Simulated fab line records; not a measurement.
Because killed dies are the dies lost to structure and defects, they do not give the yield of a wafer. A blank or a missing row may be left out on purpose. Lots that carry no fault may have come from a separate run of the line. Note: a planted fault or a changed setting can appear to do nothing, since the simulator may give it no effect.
Struck lot and sound lot, side by side :: flow n5 finfet :: 36 steps out of a route of 1938
Sound: the wafers L141.2, L141.3, L141.6. Struck: wafer L153.6 (left out: L153.1, a lot-mate that was not struck); the cause follows at the end.
Order at every step that has rows: each side's tool, ch and its chambers, its first start. Under that, the readings that differ: sound wafers :: struck wafers :: difference of the means :: sigmas: that difference in standard deviations of wafers without a fault.
alike: readings whose means differ by less than 2 such deviations, and words and numbers that are the same on both sides. not compared: withheld readings, readings that some wafer has no value for, bounds like >300 that may hide the same value, and numbers for which the record gives no deviation and whose values overlap.
Wherever a step has rows on one side only, a row that says differs or no value, or a row with sigmas, the two part there. When numbers do not overlap yet have no deviation, they are printed without sigmas and do not part them. A reading missing from all wafers of one side parts the sides only when that side holds two or more wafers.

first, 11 steps without rows for these wafers: N5_BEOL_M0_SPUTTER_132 (material Cu, target thk 4 nm, time 7.37 s); N5_BEOL_M0_ANNEAL_133 (time 60 s); N5_BEOL_M0_SPUTTER_134 (material Cu, target thk 4 nm, time 7.37 s); N5_BEOL_M0_ANNEAL_135 (time 60 s); N5_BEOL_M0_SPUTTER_141 (material Cu, target thk 4 nm, time 7.37 s); N5_BEOL_M0_ECD_118 (material Cu, target thk 300 nm); N5_BEOL_M0_ANNEAL_119 (time 90 s); N5_BEOL_M0_CMP_120 (polishes, stops on SiOC, t overpolish 6.9 s); N5_BEOL_M0_PRE_CLEAN_131 (time 15 s); N5_BEOL_M0_CO_CAP_123 (material Co, precursor CCTBA/H2, target thk 2 nm, time 102.1 s); N5_BEOL_M0_PRE_CLEAN_124 (time 15 s).
N5_BEOL_M0_DEP_125: deposits SiCN from 3MS/NH3, target thk 8 nm, time 14 s.
  sound on pecvd-04 ch 1,2, day 6 20:38; struck on pecvd-04 ch 1, day 9 10:25
reading: model.SiCN_of_BEOL_M0_DEP_125.thk nm (nm)
sound: 8 7.8 8
struck: 5.6
difference: -2.3
sigmas: 
  alike: showerhead plenum p Torr, throttle valve pct
then, 22 steps without rows for these wafers: N5_BEOL_M1_ILD_DEP_00 (deposits SiOC from DEMS/O2, target thk 79 nm, time 15.3 s); N5_BEOL_M1_PECVD_72 (deposits SiO2 from TEOS/O2, target thk 16 nm, time 18 s); N5_BEOL_M1_HM_DEP_02 (deposits TiN, target thk 20 nm); N5_BEOL_M1_COAT_61 (time 60 s, resist thk 60 nm); N5_BEOL_M1_COAT_62 (time 60 s, resist thk 12 nm); N5_BEOL_M1_COAT_73 (time 60 s, resist thk 5 nm); N5_BEOL_M1_COAT_05 (resist thk 30 nm); N5_BEOL_M1_EBR_07; N5_BEOL_M1_SOFTBAKE_06 (time 60 s); N5_BEOL_M1_EXPOSE_08 (exposes mask M1); N5_BEOL_M1_PEB_09 (peb time 60 s); N5_BEOL_M1_DEVELOP_10 (develop time 30 s); N5_BEOL_M1_DESCUM_16 (chemistry O2, time 7 s); N5_BEOL_M1_ETCH_74 (etches underlayer in N2/H2, target depth 6.5 nm, time 5.2 s); N5_BEOL_M1_ETCH_63 (etches SiARC in CF4, target depth 15.6 nm, time 26 s); N5_BEOL_M1_ETCH_64 (etches SOC in N2/H2, target depth 75 nm, overetch 15 nm, time 112.5 s); N5_BEOL_M1_STRIP_65 (strips in N2/H2); N5_BEOL_M1_STRIP_75 (strips in N2/H2); N5_BEOL_M1_STRIP_66 (strips in CF4); N5_BEOL_M1_HM_OPEN_17 (chemistry Cl2/BCl3, target TiN, target depth 20 nm, overetch 6 nm); N5_BEOL_M1_STRIP_19 (strips in O2); N5_BEOL_M1_COAT_67 (time 60 s, resist thk 60 nm).
N5_BEOL_M1_CMP_52: polishes, stops on SiOC, t overpolish 6.8 s, target thk 40 nm.
  sound on cmp-01 ch 0,1,2, day 7 10:30; struck on cmp-04 ch 0, day 9 22:47
reading: time to endpoint s (s)
sound: 53 57 56
struck: 67
difference: +12
sigmas: +4

reading: model.Cu_of_BEOL_M1_ECD_50.thk nm (nm)
sound: 37.2 37.4 38.8
struck: 39.2
difference: +1.4
sigmas: 
  alike: barrier field endpoint s, edge zone pressure frac, motor current A, overpolish run s
  not compared: pad life wafers
N5_BEOL_M4_RC_MEAS_101:
  sound on prober-01 ch 0, day 9 00:07; struck on prober-02 ch 0, day 11 09:31
  alike: DIBL_N, DIBL_P, IOFF_N, IOFF_P, ION_N, ION_P, SS_N, SS_P, VT_N, VT_P

## WHERE THEY PART
Only at N5_BEOL_M1_CMP_52, as far as this record shows. Later steps at which nothing parts them and some readings are alike: N5_BEOL_M4_RC_MEAS_101.

WHY: whatever the simulator had introduced
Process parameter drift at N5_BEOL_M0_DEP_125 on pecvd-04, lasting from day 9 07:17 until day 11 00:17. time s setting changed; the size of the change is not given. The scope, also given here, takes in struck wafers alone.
